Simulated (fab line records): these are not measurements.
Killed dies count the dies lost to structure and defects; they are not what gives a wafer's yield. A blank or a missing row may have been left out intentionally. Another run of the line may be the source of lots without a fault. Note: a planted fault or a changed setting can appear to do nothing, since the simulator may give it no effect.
Struck lot and sound lot, side by side || flow nand_harc || 17 out of 1159 route steps
Sound: these wafers, L813.1, L813.3, L813.6. Wafers L821.4, L821.5, L821.6 were the ones struck. The cause is given at the end.
At each step with rows: each side's tool, then ch and its chambers, then its first start. Under that, the readings that differ: sound wafers || struck wafers || difference of the means || sigmas: that difference in standard deviations of wafers without a fault.
alike: readings with means less than 2 such deviations apart, plus words and numbers identical on both sides. not compared: withheld readings, readings lacking a value on some wafer, bounds such as >300 that could conceal the same value, and numbers that have no deviation in the record and whose values overlap.
A row with sigmas, a row that says differs or no value, or rows on one side alone: a step with any of these is where the two part. Non-overlapping numbers with no deviation appear without sigmas and do not part them. A reading that every wafer of one side lacks parts them only if that side has two wafers or more.

NHARC_P_M2_INSPECT_11:
  sound on defect_inspect-01, day 6 04:07; struck on defect_inspect-01, day 8 01:27
  alike: raw_defect_count
NHARC_P_M2_DESCUM_14: chemistry O2, time 3 s.
  sound on rie_diel-06 ch 0,1, day 6 04:11; struck on rie_diel-06 ch 0,2,3, day 8 01:32
  alike: drypump_motor_current_A, oes_product_au, rf_vpp_V, showerhead_plenum_p_Torr, throttle_valve_pct
  not compared: rf_hours_counter_h
NHARC_P_M2_ETCH_35: etches the open film in N2/H2, target depth 40 nm, overetch 12 nm, time 43.94 s.
  sound on rie_diel-06 ch 0,3, day 6 04:16; struck on rie_diel-06 ch 1,2,3, day 8 01:36
  alike: drypump_motor_current_A, h2_flow_sccm, oes_product_au, rf_vpp_V, showerhead_plenum_p_Torr, throttle_valve_pct
  not compared: rf_hours_counter_h
NHARC_P_M2_ETCH_15: etches the open film in C4F8/Ar, target depth 182.5 nm, time 91.2 s.
  sound: rie_diel-06 ch 0,1; struck: rie_diel-06 ch 0,2,3
  alike: oes_product_au, rf_vpp_V
  not compared: rf_hours_counter_h
NHARC_P_M2_CD_MEAS_16:
  sound on cd_sem-01, day 6 04:29; struck on cd_sem-02, day 8 01:49
  alike: cd_nm
then, 1 step without rows for these wafers: NHARC_P_M2_STRIP_18 (strips in N2/H2).
NHARC_P_M2_ETCH_28: etches the open film in CF4/N2, target depth 30 nm, time 72.99 s.
  sound: rie_diel-12 ch 1,2; struck: rie_diel-06 ch 0,3
  alike: drypump_motor_current_A, oes_product_au, rf_vpp_V, showerhead_plenum_p_Torr, throttle_valve_pct
  not compared: rf_hours_counter_h
then, 1 step without rows for these wafers: NHARC_P_M2_STRIP_19 (strips in post etch residue remover, time 600 s).
NHARC_P_M2_DEGAS_29: time 60 s.
  sound on pvd_sputter-03, day 6 05:11; struck on pvd_sputter-02, day 8 02:33
  alike: heater_power_w, susceptor_temp_C
then, 3 steps without rows for these wafers: NHARC_P_M2_PRE_CLEAN_30 (time 30 s); NHARC_P_M2_PVD_20 (deposits TaN, target thk 5 nm, time 8.06 s); NHARC_P_M2_PVD_21 (deposits Cu, target thk 30 nm, time 20.49 s).
NHARC_P_M2_ECD_22: material Cu, target thk 400 nm.
  sound on ecd_cu-02 ch 0,1, day 6 05:33; struck on ecd_cu-01 ch 0,1, day 8 04:26
  alike: bath_heat_duty_pct
then, 1 step without rows for these wafers: NHARC_P_M2_ANNEAL_31 (time 90 s).
NHARC_P_M2_CMP_23: polishes, t overpolish 20 s, target thk 144.3 nm.
  sound on cmp-01 ch 1,2,3, day 6 06:16; struck on cmp-02 ch 1,2,3, day 8 05:07
{"reading": "time_to_endpoint_s (s)", "sound": "27 27 33", "struck": "61 61 57", "difference": "+31", "sigmas": "+9"}
  alike: motor_current_A
NHARC_P_M2_THK_MEAS_24: measures by xrf.
  sound on film_metro-02, day 6 06:35; struck on film_metro-02, day 8 05:22
  alike: thk_nm
-- jump in the record: it breaks off in module P_M2 and resumes in module END (first step shown: number 1159 of the route), and 13 days separate the struck wafers' starts before and after --
NHARC_END_SORT_01:
  sound on prober-01 ch 0, day 19 12:47; struck on prober-01 ch 0, day 21 02:26
  alike: defect_limited_yield, killed_at_array, killed_at_other, killed_at_periphery, killed_dies, killed_open, killed_short, sort_bin_2_pct, sort_bin_3_pct, sort_bin_4_pct, sort_n_pass, sort_rim_yield_pct, sort_yield_pct

WHERE THEY PART
NHARC_P_M2_CMP_23 only, going by this record. Later steps at which nothing parts them and some readings are alike: NHARC_P_M2_THK_MEAS_24, NHARC_END_SORT_01.

WHY: what the simulator had put in
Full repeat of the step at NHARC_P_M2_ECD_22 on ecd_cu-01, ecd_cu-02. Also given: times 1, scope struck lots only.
